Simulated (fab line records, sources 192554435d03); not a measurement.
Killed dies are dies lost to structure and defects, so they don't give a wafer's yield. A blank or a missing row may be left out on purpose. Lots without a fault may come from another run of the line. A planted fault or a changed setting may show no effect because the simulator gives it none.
A struck lot beside a sound one | flow n5_finfet | 34 steps out of a route of 1938
Sound: wafers L505.2, L505.4, L505.5. Struck: wafer L495.6. (L495.1, L495.3 of the same lot were not struck and are left out.) The cause comes at the end.
At each step with rows: each side's tool, then ch and its chambers, then its first start. Under that, the readings that differ: sound wafers | struck wafers | difference of the means | sigmas: that difference in standard deviations of wafers without a fault.
alike: readings whose means differ by less than 2 such deviations, and words and numbers that are the same on both sides. not compared: withheld readings, readings that some wafer has no value for, bounds like >300 that may hide the same value, and numbers for which the record gives no deviation and whose values overlap.
The two part at a step that has a row with sigmas, a row that says differs or no value, or rows on one side only. Numbers that don't overlap but have no deviation are shown without sigmas and don't part them. A reading that every wafer of one side lacks parts them only if that side has two wafers or more.

first, 2 steps without rows for these wafers: N5_BEOL_M8_PRECLEAN_42 (cleans in residue remover, time 60 s); N5_BEOL_M8_SRD_43 (time 30 s).
N5_BEOL_M8_CD_MEAS_35: target cd 40 nm.
  sound on cd_sem-01, day 14 06:49; struck on cd_sem-03, day 12 03:19
  alike: cd_nm
then, 3 steps without rows for these wafers: N5_BEOL_M8_CURE_75 (cures SiCOH lowk, time 120 s); N5_BEOL_M8_DEGAS_44 (time 60 s); N5_BEOL_M8_PRE_CLEAN_45 (time 30 s).
N5_BEOL_M8_ALD_77: deposits TaN, target thk 2 nm, pulse time 2 s, purge time 3 s.
  sound on ald_metal-01 ch 0,1, day 14 07:25; struck on ald_metal-03 ch 2, day 12 03:50
  alike: heater_power_w
N5_BEOL_M8_SURFACE_TREAT_79:
  sound on pvd_sputter-03, day 14 07:42; struck on pvd_sputter-03, day 12 04:09
  not compared: throttle_valve_pct
then, 1 step without rows for these wafers: N5_BEOL_M8_CVD_78 (deposits Co from CCTBA/H2, target thk 2 nm, time 142.3 s).
N5_BEOL_M8_SPUTTER_48: material Cu, target thk 10 nm, time 1.667 s.
  sound on pvd_sputter-03, day 14 07:56; struck on pvd_sputter-01, day 12 04:27
  alike: throttle_valve_pct
then, 1 step without rows for these wafers: N5_BEOL_M8_ECD_50 (material Cu, target thk 300 nm).
N5_BEOL_M8_ANNEAL_51: time 90 s.
  sound on rtp_anneal-02 ch 0, day 14 08:28; struck on rtp_anneal-01 ch 0, day 12 04:57
  alike: wafer_temp_C_max
N5_BEOL_M8_CMP_52: polishes, stops on SiCOH lowk, t overpolish 6.9 s, target thk 80 nm.
  sound on cmp-02 ch 0,2, day 14 08:43; struck on cmp-02 ch 2, day 12 05:15
  alike: barrier_field_endpoint_s, head_pressure_psi, motor_current_A, overpolish_run_s, time_to_endpoint_s
  not compared: pad_life_wafers
then, 2 steps without rows for these wafers: N5_BEOL_M8_PRE_CLEAN_55 (time 15 s); N5_BEOL_M8_DEP_56 (deposits SiCN from 3MS/NH3, target thk 10 nm, time 17.5 s).
N5_BEOL_M8_INSPECT_58: inspects for defects (darkfield).
  sound on defect_inspect-02, day 14 09:10; struck on defect_inspect-02, day 12 05:42
  reading          | sound    | struck | difference | sigmas
  raw_defect_count | 86 44 90 | 1254   | +1181      | +56
then, 1 step without rows for these wafers: N5_BEOL_M9_ILD_DEP_00 (deposits SiCOH lowk from DEMS/porogen, target thk 308.51 nm, time 58 s).
N5_BEOL_M9_CURE_71: cures SiCOH lowk, time 240 s.
  sound on uv_cure-02 ch 0, day 14 09:22; struck on uv_cure-01 ch 1, day 12 05:49
  alike: lamp_power_pct, wafer_temp_C_max
N5_BEOL_M9_THK_MEAS_01:
  sound on film_metro-02, day 14 09:48; struck on film_metro-01, day 12 06:20
  alike: M9_ILD_THK
then, 10 steps without rows for these wafers: N5_BEOL_M9_PECVD_70 (deposits SiO2 from TEOS/O2, target thk 20 nm, time 22.7 s); N5_BEOL_M9_HM_DEP_02 (deposits TiN, target thk 20 nm); N5_BEOL_M9_COAT_59 (time 60 s, resist thk 100 nm); N5_BEOL_M9_COAT_60 (time 60 s, resist thk 30 nm); N5_BEOL_M9_COAT_05 (resist thk 90 nm); N5_BEOL_M9_EBR_07; N5_BEOL_M9_SOFTBAKE_06 (time 60 s); N5_BEOL_M9_EXPOSE_08 (exposes mask M9); N5_BEOL_M9_PEB_09 (peb time 60 s); N5_BEOL_M9_DEVELOP_10 (develop time 30 s).
N5_BEOL_M9_CD_MEAS_11: target cd 64.1 nm.
  sound on cd_sem-02 ch 0, day 14 10:49; struck on cd_sem-03 ch 0, day 12 07:23
  alike: cd_nm
N5_BEOL_M9_OVL_MEAS_12:
  sound on overlay-02 ch 0, day 14 10:51; struck on overlay-01 ch 0, day 12 07:25
  reading     | sound       | struck | difference | sigmas
  M9_OVL (nm) | 1.4 1.2 1.3 | -0.9   | -2.2       | -3
N5_BEOL_M9_INSPECT_13: inspects for defects (brightfield).
  sound on defect_inspect-01, day 14 10:53; struck on defect_inspect-01, day 12 07:26
  reading          | sound       | struck | difference | sigmas
  raw_defect_count | 798 683 863 | 1532   | +751       | +6
then, 1 step without rows for these wafers: N5_BEOL_M9_DESCUM_16 (chemistry O2, time 7.9 s).
-- the record jumps here: 3 days lie between the struck wafers' starts before and after (it left off in module BEOL_M9 and takes up again in module PASSIVATION, whose first step shown is number 1936 of the route) --
N5_PASSIVATION_PROBE_49:
  sound on prober-02, day 16 21:27; struck on prober-02, day 14 23:41
  reading                  | sound          | struck | difference | sigmas
  defect_limited_yield (%) | 89.9 90.0 89.7 | 35.3   | -54.6      | -36
  killed_at_M4_up          | 19 17 16       | 707    | +690       | +99 or more
  killed_dies              | 119 118 121    | 763    | +644       | +36
  killed_on_rim            | 24 11 20       | 108    | +90        | +22
  killed_open              | 75 82 81       | 40     | -39        | -3
  sort_bin_5_function (%)  | 5.3 5.8 6.6    | 42.0   | +36.1      | +38
  sort_bin_6_memory (%)    | 4.2 4.0 3.3    | 16.9   | +13.1      | +19
  sort_n_pass              | 1061 1062 1059 | 417    | -644       | -36
  sort_yield_pct (%)       | 89.9 90.0 89.7 | 35.3   | -54.6      | -36
  alike: killed_at_M0_to_M3, killed_at_contacts, killed_at_front_end, killed_at_other, killed_short

WHERE THEY PART
First at N5_BEOL_M8_INSPECT_58; last, within this record, at N5_PASSIVATION_PROBE_49.

WHY: what the simulator had put in
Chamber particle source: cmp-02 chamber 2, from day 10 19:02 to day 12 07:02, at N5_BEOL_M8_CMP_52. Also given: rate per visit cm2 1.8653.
